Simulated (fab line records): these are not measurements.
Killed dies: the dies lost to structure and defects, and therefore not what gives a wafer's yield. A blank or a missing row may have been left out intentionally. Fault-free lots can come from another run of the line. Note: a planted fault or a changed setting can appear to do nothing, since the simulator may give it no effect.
Matching of chambers | flow n5-finfet | cvd-co-02 running N5_BEOL_M3_CO_CAP_55: 3 sister chambers
The step material Co, precursor CCTBA/H2, target thk 2 nm, time 102.1 s. 3 wafers are shown with their chamber, then 12 later ones without.

## WAFERS PAIRED WITH THEIR CHAMBERS
wafer  | chamber | heater-power-outer-w (W)
L087.1 | 0       | 133
L092.4 | 2       | 136
L092.6 | 1       | 94

## WAFERS WHOSE CHAMBER IS MISSING
wafer  | heater-power-outer-w (W)
L093.2 | 137
L093.3 | 95
L093.5 | 95
L094.1 | 96
L094.5 | 134
L094.6 | 137
L095.1 | 95
L095.2 | 132
L095.5 | 96
L096.2 | 136
L096.4 | 139
L096.6 | 133

## THE CHAMBER EACH PASSED THROUGH
wafer  | from the rows above     | in truth
L093.2 | 2                       | 2
L093.3 | 1                       | 1
L093.5 | 1                       | 1
L094.1 | 1                       | 1
L094.5 | can't be placed: 0 or 2 | 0
L094.6 | 2                       | 2
L095.1 | 1                       | 1
L095.2 | 0                       | 0
L095.5 | 1                       | 1
L096.2 | 2                       | 2
L096.4 | 2                       | 2
L096.6 | 0                       | 0
Correct placement for 11 of the 12. Cannot be placed on the basis of these rows: 1; the candidates contain the true chamber in 1. Placed wrongly: 0.
How it was worked out, from the rows above alone: a wafer's distance from a chamber is the root of the sum, over the readings, of the square of ((its reading less the chamber's mean) divided by the reading's scatter). If the next closest chamber is less than 2 further off than the closest, the wafer can't be placed; otherwise it belongs to the closest. For every chamber, the mean is computed from those of its wafers that are shown. The scatter (one wafer shown for each chamber): square how far every hidden wafer sits from the nearest shown wafer, average those squares and take the square root.
